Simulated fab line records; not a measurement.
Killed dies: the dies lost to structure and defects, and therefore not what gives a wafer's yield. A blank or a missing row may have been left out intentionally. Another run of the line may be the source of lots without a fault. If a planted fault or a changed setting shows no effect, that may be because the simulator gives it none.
fab line records ; flow n5Finfet
record: lots: 9; wafers: 27; lastDay: 18
route steps=1938 shown ZERO_LAYER@19 WELL_APT@50 PMOS_HMC_CHANNEL_EPI@67 BEOL_M4@1111 PASSIVATION@1936
lots with no fault: from the same line, run without faults
startH: hours from the record's opening day to when the first of the lot's shown wafers began ; waitH: hours since the lot's step before ; " identical to the entry in the row above ; L1.1+2: a single row standing in for several wafers ; - value missing, or start not given ; * or withheld: withheld ; < > ~ a bound
route shown NAME@n: NAME is a module with steps in the file, n the number in the route of the first one ; usual: mean and standard deviation over wafers with no fault ; same: alike in all rows ; chamber/n: place in a boat ; sites: the reading at each site ; _std_site: their standard deviation ; _edge_site: inner sites' mean taken away from outer sites' mean ; radiusMm: for every site, how far away it sits from the centre of the wafer ; mask NAME#n: copy n ; behind: tool/chamber where the wafer was last shaped ; hold: reason for holding the lot/hours on hold/outcome of the hold ; device: the transistor (n, p or np) that didn't switch ; end of line: the route-end tests of the same wafers ; a step without rows: its recipe alone ; killed: dies that structure and defects cost at the first sort, which is not the same as the wafer's yield ; map: per-die view of a wafer (x killed, . not killed, _ where there is no die)
set.NAME: the setting that was run; set.NAME@STEP: the one run at that earlier step ; model.NAME: the simulator's own value behind a step, which no gauge read
route steps across a sampled set of lots; one table per step, one row per wafer
services: from which hour (startH, from the record's first day; less than 0 if before it) a tool's chamber was out of use, for how many hours, and why
== steps ==
step: N5_ZERO_LAYER_INSPECT_20
recipe: inspectInstrument: darkfield; mode: postClean
usual: rawDefectCount: 38/20
lot.wafer;tool;chamber;startH;waitH;rawDefectCount
L452.3;defectInspect-02;-;13.38;0.0;50
L452.4;defectInspect-02;-;13.38;0.0;49
L452.5;defectInspect-02;-;13.38;0.0;30
L454.1;defectInspect-01;-;25.40;0.0;33
L454.3;defectInspect-01;-;25.40;0.0;31
L454.4;defectInspect-01;-;25.40;0.0;41
L461.4;defectInspect-02;-;67.39;0.0;14
L461.5;defectInspect-02;-;67.39;0.0;25
L461.6;defectInspect-02;-;67.39;0.0;28
L464.1;defectInspect-02;-;85.38;0.0;20
L464.2;defectInspect-02;-;85.38;0.0;27
L464.3;defectInspect-02;-;85.38;0.0;17
L465.1;defectInspect-02;-;91.41;0.0;25
L465.2;defectInspect-02;-;91.41;0.0;27
L465.6;defectInspect-02;-;91.41;0.0;22
L468.3;defectInspect-01;-;109.33;0.0;39
L468.4;defectInspect-01;-;109.33;0.0;28
L468.5;defectInspect-01;-;109.33;0.0;21
L471.1;defectInspect-01;-;127.56;0.0;27
L471.4;defectInspect-01;-;127.56;0.0;20
L471.6;defectInspect-01;-;127.56;0.0;22
L473.2;defectInspect-01;-;139.25;0.0;38
L473.3;defectInspect-01;-;139.25;0.0;63
L473.4;defectInspect-01;-;139.25;0.0;102
L475.2;defectInspect-01;-;151.26;0.0;48
L475.3;defectInspect-01;-;151.26;0.0;38
L475.4;defectInspect-01;-;151.26;0.0;28
step: N5_WELL_APT_RTA_34
recipe: tempC: 1000; timeS: 10; ambient: N2; idleTempC: 600; rampUpCPerS: 150; rampDownCPerS: 60; coolToC: 600
usual: lampPowerPct: 13.00/0.051; wafer_temp_C_max: 1003.5/1.1
lot.wafer;tool;chamber;startH;waitH;lampPowerPct;wafer_temp_C_max
L452.3;rtpAnneal-01;0;18.29;0.1;13.04;1005.0
L452.4;rtpAnneal-01;0;18.29;0.1;13.07;1003.9
L452.5;rtpAnneal-01;0;18.29;0.1;13.11;1004.7
L454.1;rtpAnneal-01;0;27.68;0.0;12.97;1003.7
L454.3;rtpAnneal-01;0;27.68;0.0;13.03;1002.8
L454.4;rtpAnneal-01;0;27.68;0.0;13.04;1004.7
L461.4;rtpAnneal-02;0;70.22;0.1;13.04;1003.2
L461.5;rtpAnneal-02;0;70.22;0.1;12.90;1003.3
L461.6;rtpAnneal-02;0;70.22;0.1;12.98;1002.5
L464.1;rtpAnneal-02;0;88.08;0.1;12.97;1003.6
L464.2;rtpAnneal-02;0;88.08;0.1;13.03;1003.3
L464.3;rtpAnneal-02;0;88.08;0.1;13.01;1004.3
L465.1;rtpAnneal-02;0;93.81;0.0;13.06;1002.5
L465.2;rtpAnneal-02;0;93.81;0.0;12.96;1004.6
L465.6;rtpAnneal-02;0;93.81;0.0;13.01;1003.3
L468.3;rtpAnneal-01;0;111.66;0.1;12.95;1003.2
L468.4;rtpAnneal-01;0;111.66;0.1;12.95;1002.4
L468.5;rtpAnneal-01;0;111.66;0.1;12.94;1003.7
L471.1;rtpAnneal-02;0;130.00;0.1;13.09;1003.0
L471.4;rtpAnneal-02;0;130.00;0.1;13.00;1002.8
L471.6;rtpAnneal-02;0;130.00;0.1;12.97;1003.3
L473.2;rtpAnneal-02;0;142.03;0.3;12.98;1003.5
L473.3;rtpAnneal-02;0;142.03;0.3;13.04;1002.8
L473.4;rtpAnneal-02;0;142.03;0.3;13.02;1004.1
L475.2;rtpAnneal-01;0;154.07;0.0;13.08;1004.3
L475.3;rtpAnneal-01;0;154.07;0.0;12.97;1002.8
L475.4;rtpAnneal-01;0;154.07;0.0;12.99;1002.8
step: N5_WELL_APT_EPI_41
recipe: material: Si; targetThkA: 500; tempC: 650; precursor: SiH4/H2; pressureTorr: 20; timeS: 297.7
usual: lampInnerPct: 15.1/0.92; susceptorTempC: 650.05/0.27; throttleValvePct: 11.0/0.48
lot.wafer;tool;chamber;startH;waitH;lampInnerPct;susceptorTempC;throttleValvePct
L452.3;epiRpcvd-03;0;18.75;0.3;14.5;649.64;10.7
L452.4;epiRpcvd-03;0;18.75;0.3;14.5;650.08;10.4
L452.5;epiRpcvd-03;0;18.75;0.3;14.5;649.77;10.8
L454.1;epiRpcvd-03;0;27.91;0.0;14.6;649.62;10.6
L454.3;epiRpcvd-03;0;27.91;0.0;14.6;649.51;10.7
L454.4;epiRpcvd-03;0;27.91;0.0;14.6;650.00;10.5
L461.4;epiRpcvd-03;0;70.70;0.3;14.5;650.18;10.7
L461.5;epiRpcvd-03;0;70.70;0.3;14.6;649.52;10.8
L461.6;epiRpcvd-03;0;70.70;0.3;14.5;650.01;10.5
L464.1;epiRpcvd-03;0;88.31;0.0;14.5;650.80;10.6
L464.2;epiRpcvd-03;0;88.31;0.0;14.5;650.32;10.4
L464.3;epiRpcvd-03;0;88.31;0.0;14.4;650.07;10.7
L465.1;epiRpcvd-03;0;94.05;0.0;14.4;650.27;10.7
L465.2;epiRpcvd-03;0;94.05;0.0;14.6;650.58;10.5
L465.6;epiRpcvd-03;0;94.05;0.0;14.5;650.09;10.5
L468.3;epiRpcvd-02;0;112.06;0.2;14.5;649.93;11.2
L468.4;epiRpcvd-02;0;112.06;0.2;14.4;650.03;11.5
L468.5;epiRpcvd-02;0;112.06;0.2;14.5;649.88;11.1
L471.1;epiRpcvd-01;0;130.24;0.0;16.4;650.27;11.8
L471.4;epiRpcvd-01;0;130.24;0.0;16.6;650.26;11.8
L471.6;epiRpcvd-01;0;130.24;0.0;16.5;650.22;11.6
L473.2;epiRpcvd-01;0;142.43;0.2;16.6;650.40;11.8
L473.3;epiRpcvd-01;0;142.43;0.2;16.5;649.91;11.7
L473.4;epiRpcvd-01;0;142.43;0.2;16.3;649.86;11.6
L475.2;epiRpcvd-02;0;154.45;0.2;14.5;650.20;11.2
L475.3;epiRpcvd-02;0;154.45;0.2;14.5;649.82;11.1
L475.4;epiRpcvd-02;0;154.45;0.2;14.3;649.86;11.2
step: N5_WELL_APT_INSPECT_38
recipe: inspectInstrument: darkfield; mode: postEpi
usual: rawDefectCount: 13/4.9
lot.wafer;tool;chamber;startH;waitH;rawDefectCount
L452.3;defectInspect-01;-;19.32;0.4;12
L452.4;defectInspect-01;-;19.32;0.4;7
L452.5;defectInspect-01;-;19.32;0.4;35
L454.1;defectInspect-01;-;28.75;0.7;13
L454.3;defectInspect-01;-;28.75;0.7;18
L454.4;defectInspect-01;-;28.75;0.7;9
L461.4;defectInspect-01;-;71.03;0.2;14
L461.5;defectInspect-01;-;71.03;0.2;7
L461.6;defectInspect-01;-;71.03;0.2;16
L464.1;defectInspect-02;-;89.15;0.7;389
L464.2;defectInspect-02;-;89.15;0.7;397
L464.3;defectInspect-02;-;89.15;0.7;380
L465.1;defectInspect-01;-;94.68;0.5;389
L465.2;defectInspect-01;-;94.68;0.5;423
L465.6;defectInspect-01;-;94.68;0.5;424
L468.3;defectInspect-02;-;112.49;0.3;13
L468.4;defectInspect-02;-;112.49;0.3;13
L468.5;defectInspect-02;-;112.49;0.3;18
L471.1;defectInspect-02;-;131.34;0.9;21
L471.4;defectInspect-02;-;131.34;0.9;15
L471.6;defectInspect-02;-;131.34;0.9;23
L473.2;defectInspect-02;-;143.36;0.7;11
L473.3;defectInspect-02;-;143.36;0.7;13
L473.4;defectInspect-02;-;143.36;0.7;12
L475.2;defectInspect-02;-;155.17;0.6;16
L475.3;defectInspect-02;-;155.17;0.6;16
L475.4;defectInspect-02;-;155.17;0.6;10
step: N5_PMOS_HMC_CHANNEL_EPI_INSPECT_11
recipe: mode: adi; inspectInstrument: macro
usual: rawDefectCount: 2.2/1.5
lot.wafer;tool;chamber;startH;waitH;rawDefectCount
L452.3;defectInspect-01;-;19.69;0.0;2
L452.4;defectInspect-01;-;19.69;0.0;2
L452.5;defectInspect-01;-;19.69;0.0;5
L454.1;defectInspect-01;-;29.12;0.0;2
L454.3;defectInspect-01;-;29.12;0.0;5
L454.4;defectInspect-01;-;29.12;0.0;4
L461.4;defectInspect-02;-;71.53;0.0;0
L461.5;defectInspect-02;-;71.53;0.0;2
L461.6;defectInspect-02;-;71.53;0.0;0
L464.1;defectInspect-01;-;89.52;0.0;>300
L464.2;defectInspect-01;-;89.52;0.0;>300
L464.3;defectInspect-01;-;89.52;0.0;>300
L465.1;defectInspect-02;-;95.18;0.0;>300
L465.2;defectInspect-02;-;95.18;0.0;>300
L465.6;defectInspect-02;-;95.18;0.0;>300
L468.3;defectInspect-02;-;113.00;0.0;0
L468.4;defectInspect-02;-;113.00;0.0;3
L468.5;defectInspect-02;-;113.00;0.0;0
L471.1;defectInspect-02;-;136.56;0.0;2
L471.4;defectInspect-02;-;136.56;0.0;1
L471.6;defectInspect-02;-;136.56;0.0;3
L473.2;defectInspect-02;-;143.86;0.0;2
L473.3;defectInspect-02;-;143.86;0.0;3
L473.4;defectInspect-02;-;143.86;0.0;3
L475.2;defectInspect-02;-;155.54;0.0;0
L475.3;defectInspect-02;-;155.54;0.0;1
L475.4;defectInspect-02;-;155.54;0.0;0
step: N5_PMOS_HMC_CHANNEL_EPI_DESCUM_14
recipe: chemistry: O2; timeS: 7.9; sourcePowerW: 50; biasPowerW: 20; pressureMtorr: 20; rfFrequencyHz: 2.712e+07; tempC: 40; resist: CAR-ArF-block; o2FlowSccm: 225
usual: drypumpMotorCurrentA: 5.9/0.62; oesProductAu: 0.74/0.066; rfVppV: 243.2/1.5; showerheadPlenumPTorr: 2.09/0.075; throttleValvePct: 20.45/0.21
lot.wafer;tool;chamber;startH;waitH;drypumpMotorCurrentA;oesProductAu;rfHoursCounterH;rfVppV;showerheadPlenumPTorr;throttleValvePct
L452.3;rieDiel-01;0;19.73;0.0;5.9;0.68;227;240.9;1.98;20.45
L452.4;rieDiel-01;0;19.73;0.0;5.8;0.67;-;243.1;1.98;20.46
L452.5;rieDiel-01;3;19.73;0.0;6.2;0.84;-;241.6;2.03;20.12
L454.1;rieDiel-04;1;29.55;0.4;5.4;0.71;214;244.9;2.15;20.55
L454.3;rieDiel-04;2;29.55;0.4;6.1;0.72;188;242.6;2.08;20.52
L454.4;rieDiel-04;0;29.55;0.4;5.4;0.81;111;243.8;2.19;20.47
L461.4;rieDiel-04;3;71.56;0.0;6.8;0.71;177;242.9;2.00;20.18
L461.5;rieDiel-04;3;71.56;0.0;6.8;0.71;-;241.0;2.00;20.18
L461.6;rieDiel-04;0;71.56;0.0;5.4;0.80;-;244.9;2.18;20.49
L464.1;rieDiel-04;2;89.55;0.0;6.1;0.72;206;242.9;2.08;20.56
L464.2;rieDiel-04;0;89.55;0.0;5.3;0.79;129;244.1;2.18;20.48
L464.3;rieDiel-04;3;89.55;0.0;6.8;0.70;182;241.6;1.99;20.18
L465.1;rieDiel-01;3;95.21;0.0;6.2;0.82;78;242.3;2.02;20.16
L465.2;rieDiel-01;2;95.21;0.0;6.6;0.69;221;243.7;2.07;20.79
L465.6;rieDiel-01;2;95.21;0.0;6.6;0.69;-;241.8;2.07;20.81
L468.3;rieDiel-01;3;113.03;0.0;6.2;0.81;84;242.5;2.02;20.16
L468.4;rieDiel-01;1;113.03;0.0;4.7;0.68;-;244.5;2.14;20.70
L468.5;rieDiel-01;3;113.03;0.0;6.2;0.81;-;241.1;2.02;20.16
L471.1;rieDiel-04;3;137.31;0.8;6.8;0.69;196;241.4;1.99;20.19
L471.4;rieDiel-04;1;137.31;0.8;5.4;0.68;-;245.1;2.14;20.62
L471.6;rieDiel-04;3;137.31;0.8;6.8;0.69;-;241.2;1.99;20.21
L473.2;rieDiel-03;0;144.87;1.0;5.1;0.74;154;241.6;2.01;20.27
L473.3;rieDiel-03;1;144.87;1.0;6.1;0.74;134;245.0;2.20;20.56
L473.4;rieDiel-03;2;144.87;1.0;5.5;0.74;-;243.2;2.08;20.48
L475.2;rieDiel-01;2;156.21;0.7;6.5;0.67;243;243.5;2.06;20.83
L475.3;rieDiel-01;3;156.21;0.7;6.2;0.79;100;241.8;2.02;20.19
L475.4;rieDiel-01;3;156.21;0.7;6.2;0.79;-;242.1;2.02;20.17
step: N5_BEOL_M4_RC_MEAS_101
usual: DIBL_N: 35.9/1.4; DIBL_P: 35.9/1.7; IOFF_N: 0.155/0.023; IOFF_P: 0.201/0.029; ION_N: 672/8.8; ION_P: 460/7; SS_N: 71.6/0.48; SS_P: 73.1/0.64; VT_N: 250.0/3; VT_P: -251.6/3
lot.wafer;tool;chamber;startH;waitH;DIBL_N[mV/V];DIBL_P[mV/V];IOFF_N[nA/um];IOFF_P[nA/um];ION_N[uA/um];ION_P[uA/um];SS_N[mV/dec];SS_P[mV/dec];VT_N[mV];VT_P[mV]
L452.3;prober-02;0;170.23;0.3;34.6;35.1;0.131;0.195;667;460;71.7;73.3;250.4;-252.1
L452.4;prober-02;0;170.23;0.3;38.2;38.6;0.191;0.252;680;464;72.2;74.6;245.9;-250.6
L452.5;prober-02;0;170.23;0.3;37.1;37.4;0.174;0.229;672;459;71.7;74.0;247.3;-249.8
L454.1;prober-02;0;182.94;0.0;35.3;34.0;0.146;0.207;672;469;71.8;72.6;252.7;-248.6
L454.3;prober-02;0;182.94;0.0;35.4;34.6;0.144;0.206;670;462;71.1;73.0;250.4;-247.5
L454.4;prober-02;0;182.94;0.0;36.0;36.0;0.163;0.232;688;475;72.0;73.2;248.6;-247.8
L461.4;prober-02;0;234.46;0.5;33.1;31.8;0.114;0.162;657;454;71.0;72.5;251.4;-253.1
L461.5;prober-02;0;234.46;0.5;35.3;34.6;0.157;0.205;674;459;71.5;73.1;247.7;-252.2
L461.6;prober-02;0;234.46;0.5;33.2;32.0;0.117;0.164;674;458;69.9;71.5;253.3;-252.7
L464.1;prober-02;0;245.48;0.0;36.2;34.6;0.138;0.180;671;461;70.9;72.2;249.2;-253.5
L464.2;prober-02;0;245.48;0.0;35.2;33.5;0.123;0.166;666;453;70.5;72.1;253.1;-256.0
L464.3;prober-02;0;245.48;0.0;37.1;35.2;0.146;0.188;672;462;71.4;72.7;251.4;-252.9
L465.1;prober-02;0;248.88;0.0;36.8;35.0;0.145;0.215;666;462;71.4;72.6;251.2;-248.6
L465.2;prober-02;0;248.88;0.0;36.6;35.1;0.154;0.227;675;469;71.7;73.5;250.8;-249.7
L465.6;prober-02;0;248.88;0.0;38.6;36.8;0.183;0.245;684;464;71.6;74.0;248.2;-249.9
L468.3;prober-01;0;269.49;0.3;38.6;36.4;0.165;0.210;677;464;71.7;73.7;249.1;-251.6
L468.4;prober-01;0;269.49;0.3;39.0;37.3;0.177;0.217;675;457;71.8;74.6;250.3;-251.7
L468.5;prober-01;0;269.49;0.3;37.4;35.3;0.144;0.196;675;458;71.4;73.4;247.9;-251.1
L471.1;prober-01;0;286.94;0.0;36.6;37.5;0.168;0.213;682;461;72.3;73.8;248.7;-250.7
L471.4;prober-01;0;286.94;0.0;36.3;37.9;0.170;0.217;676;460;72.0;74.1;248.1;-251.7
L471.6;prober-01;0;286.94;0.0;35.4;36.6;0.149;0.199;668;461;72.8;73.7;250.8;-250.6
L473.2;prober-01;0;304.38;0.2;35.4;36.7;0.188;0.220;688;469;71.3;73.3;243.8;-248.9
L473.3;prober-01;0;304.38;0.2;36.3;38.7;0.205;0.250;680;465;71.7;73.7;244.3;-249.2
L473.4;prober-01;0;304.38;0.2;37.0;39.4;0.231;0.267;676;462;72.3;74.4;243.5;-249.4
L475.2;prober-02;0;311.64;0.2;35.6;34.0;0.141;0.186;649;448;71.7;72.6;255.4;-253.7
L475.3;prober-02;0;311.64;0.2;34.9;34.2;0.131;0.198;668;462;71.1;73.4;250.9;-251.9
L475.4;prober-02;0;311.64;0.2;33.5;32.8;0.113;0.168;654;454;71.0;72.6;256.9;-252.6
step: N5_PASSIVATION_PROBE_49
usual: defectLimitedYield: 91.7/1.5; killed_at_M0_to_M3: 30/8.6; killed_at_M4_up: 12/4.5; killedAtContacts: 13/5.8; killedAtFrontEnd: 38/11; killedAtOther: 4/3; killedDies: 97/17; killedOpen: 63/12; killedShort: 32/8.8; sort_bin_5_function: 4.8/0.91; sort_bin_6_memory: 3.1/0.68; sortNPass: 1083/17; sortYieldPct: 91.7/1.5
same: grossDies: 1180; killedAtBackSide: 0; sort_bin_4_leakage[%]: 0; sort_bin_8_speed[%]: 0
lot.wafer;tool;chamber;startH;waitH;defectLimitedYield[%];killed_at_M0_to_M3;killed_at_M4_up;killedAtContacts;killedAtFrontEnd;killedAtOther;killedDies;killedOpen;killedShort;sort_bin_5_function[%];sort_bin_6_memory[%];sortNPass;sortYieldPct[%]
L464.1;prober-02;-;349.39;0.0;82.1;33;11;8;149;10;211;68;30;10.5;5.5;969;82.1
L464.2;prober-02;-;349.44;0.1;81.9;30;9;9;162;3;213;51;38;12.1;4.2;967;81.9
L464.3;prober-02;-;349.49;0.1;81.8;34;20;13;147;1;215;73;39;11.2;4.9;965;81.8
L465.1;prober-02;-;363.43;0.0;86.1;21;9;8;124;2;164;36;16;9.0;3.3;1016;86.1
L465.2;prober-02;-;363.48;0.1;85.2;23;8;2;141;1;175;37;18;10.4;3.0;1005;85.2
L465.6;prober-02;-;363.68;0.3;85.1;15;6;16;137;2;176;48;15;10.0;3.2;1004;85.1
killed by level:class
L464.1 WELL_APT:unspecified=111 BEOL_M0_SAQP:geometricParticle:open=9 FIN_SAQP:geometricParticle:short=8 DUMMY_GATE:geometricParticle:open=7 MOL_CONTACT_COAG:geometricParticle:open=7 BEOL_M0_SAQP:geometricParticle:short=7 PAD_METAL:geometricParticle:open=6 BEOL_M1:geometricParticle:open=6
L464.2 WELL_APT:unspecified=120 BEOL_M3:geometricParticle:short=10 STI_FIN_REVEAL:geometricParticle:open=7 GATE_CUT:geometricParticle:short=7 MOL_CONTACT_COAG:geometricParticle:open=7 STARTING-WAFER:geometricParticle:short=7 BEOL_M2:geometricParticle:open=6 BEOL_M3:geometricParticle:open=6
L464.3 WELL_APT:unspecified=102 BEOL_M1:geometricParticle:open=13 MOL_CONTACT_COAG:geometricParticle:open=10 BEOL_M4:geometricParticle:open=9 FIN_SAQP:geometricParticle:short=8 DUMMY_GATE:geometricParticle:open=7 BEOL_M0_SAQP:geometricParticle:open=7 GATE_CUT:geometricParticle:open=6
L465.1 WELL_APT:unspecified=112 BEOL_M3:geometricParticle:open=8 MOL_CONTACT_COAG:geometricParticle:open=6 GATE_CUT:geometricParticle:short=5 BEOL_M0_SAQP:geometricParticle:short=4 BEOL_M1:geometricParticle:open=4 BEOL_M6:geometricParticle:open=4 BEOL_M0_SAQP:geometricParticle:open=3
L465.2 WELL_APT:unspecified=117 BEOL_M0_SAQP:geometricParticle:short=6 STI_FIN_REVEAL:geometricParticle:open=5 BEOL_M3:geometricParticle:open=5 FIN_SAQP:geometricParticle:open=4 BEOL_M6:geometricParticle:open=4 STARTING-WAFER:geometricParticle:open=3 STARTING-WAFER:geometricParticle:short=3
L465.6 WELL_APT:unspecified=112 MOL_CONTACT_COAG:geometricParticle:open=13 FIN_SAQP:geometricParticle:open=5 STI_FIN_REVEAL:geometricParticle:open=5 BEOL_M1:geometricParticle:open=4 STARTING-WAFER:geometricParticle:open=4 MOL_CONTACT_COAG:geometricParticle:short=3 BEOL_M0_SAQP:geometricParticle:open=3
== services ==
tool;chamber;startH;hours;kind
rieDiel-04;-;-3.72;0.5;repair
rieDiel-04;3;-1.79;2.0;repair
epiRpcvd-02;-;34.47;14.6;pm
rieDiel-01;-;40.54;1.4;repair
rieDiel-01;-;45.33;4.0;pm
epiRpcvd-03;-;50.92;0.8;pm
rieDiel-04;0;78.56;1.2;repair
rieDiel-01;0;93.52;-;clean
rieDiel-01;0;93.52;-;consumableReplace:focusRing
rieDiel-01;0;93.52;-;consumableReplace:showerhead
rieDiel-01;0;93.52;22.0;scheduledDown
rieDiel-01;0;93.52;22.0;ventCycle
epiRpcvd-03;-;120.38;2.1;repair
rieDiel-03;3;122.82;-;clean
rieDiel-03;3;122.82;-;consumableReplace:focusRing
rieDiel-03;-;123.29;14.6;pm
rieDiel-04;2;124.85;24.6;repair
epiRpcvd-03;-;126.18;1.8;repair
rieDiel-01;1;144.70;-;clean
rieDiel-01;1;144.70;-;consumableReplace:focusRing
rieDiel-01;1;144.70;16.8;scheduledDown
rieDiel-01;1;144.70;16.8;ventCycle
rieDiel-04;1;149.68;-;clean
rieDiel-04;1;149.68;-;consumableReplace:focusRing
== key ==
firstSign: step: N5_WELL_APT_INSPECT_38; reading: rawDefectCount; direction: up; sigmas: 79; usual: 13; struck: 400
effect: step: N5_PMOS_HMC_CHANNEL_EPI_INSPECT_11; reading: rawDefectCount; direction: up; sigmas: 99+; usual: 2.2; struck: >300
effect: step: N5_PASSIVATION_PROBE_49; reading: killedAtFrontEnd; direction: up; sigmas: 9.3; usual: 38; struck: 143
moreKillsBornAt: N5_WELL_APT_EPI_41@epiRpcvd-03: 674
metAt N5_WELL_APT_EPI_41
struckLots L464,L465
notActingAt N5_ZERO_LAYER_INSPECT_20,N5_WELL_APT_RTA_34,N5_PMOS_HMC_CHANNEL_EPI_DESCUM_14
onsetBetween 70.70 88.31
fault: kind: chamberParticleSource; tool: epiRpcvd-03; chamber: -; onsetH: 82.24; steps: N5_WELL_APT_EPI_41; ratePerVisitCm2: 0.59543; endH: 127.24
